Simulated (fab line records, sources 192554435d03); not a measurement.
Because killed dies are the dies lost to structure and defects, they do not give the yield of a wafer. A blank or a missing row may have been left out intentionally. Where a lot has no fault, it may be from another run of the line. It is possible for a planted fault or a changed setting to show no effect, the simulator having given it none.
Struck lot and sound lot, side by side	flow n5-finfet	41 steps out of a route of 1938
Sound: wafers L927.3, L927.4. The struck wafers were L920.2, L920.5, L920.6. The cause comes at the end.
For every step that has rows: the tool of each side, followed by ch and its chambers, followed by its first start. Under that, the readings that differ: sound wafers	struck wafers	difference of the means	sigmas: that difference in standard deviations of wafers without a fault.
alike: same words and numbers on both sides, and readings whose means sit less than 2 such deviations apart. not compared: any withheld reading, any reading some wafer has no value for, any bound like >300 that may hide the same value, and any number with overlapping values for which the record gives no deviation.
The two part at a step that has a row with sigmas, a row that says differs or no value, or rows on one side only. When numbers do not overlap yet have no deviation, they are printed without sigmas and do not part them. A reading missing from all wafers of one side parts the sides only when that side holds two or more wafers.

first, 9 steps without rows for these wafers: N5_BEOL_M4_ANNEAL_95 (time 240 s); N5_BEOL_M4_SPUTTER_96 (material Cu, target thk 4.5 nm, time 8.29 s); N5_BEOL_M4_ECD_50 (material Cu, target thk 300 nm); N5_BEOL_M4_ANNEAL_51 (time 90 s); N5_BEOL_M4_CMP_52 (polishes, stops on SiOC, t overpolish 6.8 s, target thk 40 nm); N5_BEOL_M4_PRE_CLEAN_60 (time 15 s); N5_BEOL_M4_CO_CAP_55 (material Co, precursor CCTBA/H2, target thk 2 nm, time 102.1 s); N5_BEOL_M4_PRE_CLEAN_56 (time 15 s); N5_BEOL_M4_DEP_57 (deposits SiCN from 3MS/NH3, target thk 8 nm, time 14 s).
N5_BEOL_M4_RC_MEAS_101:
  sound on prober-01 ch 0, day 12 21:26; struck on prober-01 ch 0, day 11 13:38
  alike: DIBL_N, DIBL_P, IOFF_N, IOFF_P, ION_N, ION_P, SS_N, SS_P, VT_N, VT_P
then, 24 steps without rows for these wafers: N5_BEOL_M5_ILD_DEP_00 (deposits SiCOH lowk from DEMS/porogen, target thk 140.64 nm, time 25.9 s); N5_BEOL_M5_CURE_79 (cures SiCOH lowk, time 240 s); N5_BEOL_M5_PECVD_70 (deposits SiO2 from TEOS/O2, target thk 16 nm, time 18 s); N5_BEOL_M5_HM_DEP_02 (deposits TiN, target thk 20 nm); N5_BEOL_M5_COAT_59 (time 60 s, resist thk 60 nm); N5_BEOL_M5_COAT_60 (time 60 s, resist thk 12 nm); N5_BEOL_M5_COAT_71 (time 60 s, resist thk 5 nm); N5_BEOL_M5_COAT_05 (resist thk 30 nm); N5_BEOL_M5_EBR_07; N5_BEOL_M5_SOFTBAKE_06 (time 60 s); N5_BEOL_M5_EXPOSE_08 (exposes mask M5, target cd 28 nm); N5_BEOL_M5_PEB_09 (peb time 60 s); N5_BEOL_M5_DEVELOP_10 (develop time 30 s); N5_BEOL_M5_DESCUM_16 (chemistry O2, time 7 s); N5_BEOL_M5_ETCH_72 (etches underlayer in N2/H2, target depth 6.5 nm, time 5.2 s); N5_BEOL_M5_ETCH_61 (etches SiARC in CF4, target depth 15.6 nm, time 26 s); N5_BEOL_M5_ETCH_62 (etches SOC in N2/H2, target depth 75 nm, overetch 15 nm, time 112.5 s); N5_BEOL_M5_STRIP_63 (strips in N2/H2); N5_BEOL_M5_STRIP_73 (strips in N2/H2); N5_BEOL_M5_STRIP_64 (strips in CF4); N5_BEOL_M5_HM_OPEN_17 (chemistry Cl2/BCl3, target TiN, target depth 20 nm, overetch 6 nm); N5_BEOL_M5_STRIP_19 (strips in O2); N5_BEOL_M5_COAT_65 (time 60 s, resist thk 60 nm); N5_BEOL_M5_COAT_66 (time 60 s, resist thk 12 nm).
N5_BEOL_M6_STRIP_67: strips in CF4.
  sound on rie-diel-02 ch 1,3, day 13 16:48; struck on rie-diel-03 ch 0,3, day 12 07:53
  no value came back on the struck wafers for any of 8 readings (bias-power-w (W), cf4-flow-sccm (sccm) and others); on the sound wafers bias-power-w (W) reads 74.66 74.92
reading	sound	struck	difference	sigmas
model.SiARC_of_BEOL_M6_COAT_60.thk-nm (nm)	0 0	28.4 28.4 28.2	+28.3	
N5_BEOL_M6_STRIP_19: strips in O2.
  sound on rie-diel-01 ch 0,1, day 13 17:03; struck on rie-diel-01 ch 0,3, day 12 08:02
reading	sound	struck	difference	sigmas
model.SOC_of_BEOL_M6_COAT_59.thk-nm (nm)	0 0	92.4 92.4 92.4	+92.4	
  alike: chamber-pressure-mTorr, drypump-motor-current-A, oes-product-au, rf-vpp-V, showerhead-plenum-p-Torr, throttle-valve-pct
  not compared: rf-hours-counter-h
N5_BEOL_M6_ETCH_66: etches SOC in N2/H2, target depth 80 nm, overetch 16 nm, time 120 s.
  sound on rie-diel-01 ch 2,3, day 13 18:34; struck on rie-diel-02 ch 2,3, day 12 10:32
reading	sound	struck	difference	sigmas
oes-product-au (a.u.)	0.54 0.60	0.70 0.72 0.87	+0.19	+3
model.etch.depth-nm (nm)	59.99 59.75	90.69 92.36 94.92	+32.79	
  alike: drypump-motor-current-A, rf-vpp-V, showerhead-plenum-p-Torr, throttle-valve-pct
  not compared: rf-hours-counter-h
N5_BEOL_M6_VIA_ETCH_34: etches SiCOH lowk in C4F6/O2, target depth 126.3 nm, time 50.9 s.
  sound on rie-diel-01 ch 2,3, day 13 18:40; struck on rie-diel-02 ch 2,3, day 12 10:38
reading	sound	struck	difference	sigmas
oes-product-au (a.u.)	0.70 0.80	0.27 0.27 0.33	-0.46	-6
  alike: drypump-motor-current-A, rf-vpp-V, showerhead-plenum-p-Torr, throttle-valve-pct
  not compared: rf-hours-counter-h
N5_BEOL_M6_ETCH_41: etches SiCN in CH3F/O2, target depth 29.7 nm, time 52 s.
  sound on rie-diel-01 ch 2,3; struck on rie-diel-02 ch 2,3
reading	sound	struck	difference	sigmas
model.SiARC_of_BEOL_M6_COAT_60.thk-nm (nm)	0 0	18.4 18.4 18.4	+18.4	
  alike: drypump-motor-current-A, oes-product-au, rf-vpp-V, showerhead-plenum-p-Torr, throttle-valve-pct
  not compared: rf-hours-counter-h
N5_BEOL_M6_OCD_MEAS_38:
  struck on ocd-02, day 12 10:53; sound on ocd-01, day 13 18:55
reading	sound	struck	difference	sigmas
trench-depth-nm (nm)	96.1 96.9	- - -	no value on the struck wafers	
-- record jumps: 4 days separate the struck wafers' starts on either side; left off in module BEOL_M6, taken up again in module PASSIVATION, whose first shown step is the route's number 1936 --
N5_PASSIVATION_PROBE_49:
  struck on prober-02, day 16 00:30; sound on prober-01, day 17 16:19
reading	sound	struck	difference	sigmas
defect-limited-yield (%)	90.9 90.3	0 0 0	-91	-70
killed_at_M4_up	5 7	1076 1081 1084	+1074	+99 or more
killed-at-contacts	29 17	8 11 4	-15	-3
killed-dies	107 114	1180 1180 1180	+1070	+71
killed-on-rim	15 12	152 152 152	+138	+35
sort_bin_5_function (%)	5.5 6.1	96.5 96.4 95.3	+90.3	+97
sort-n-pass	1073 1066	0 0 0	-1070	-71
sort-yield-pct (%)	90.9 90.3	0 0 0	-91	-70
  alike: killed_at_M0_to_M3, killed-at-front-end, killed-at-other, killed-open, killed-short, sort_bin_6_memory

## WHERE THEY PART
First at N5_BEOL_M6_STRIP_67; last, within this record, at N5_PASSIVATION_PROBE_49.

WHY: whatever the simulator had introduced
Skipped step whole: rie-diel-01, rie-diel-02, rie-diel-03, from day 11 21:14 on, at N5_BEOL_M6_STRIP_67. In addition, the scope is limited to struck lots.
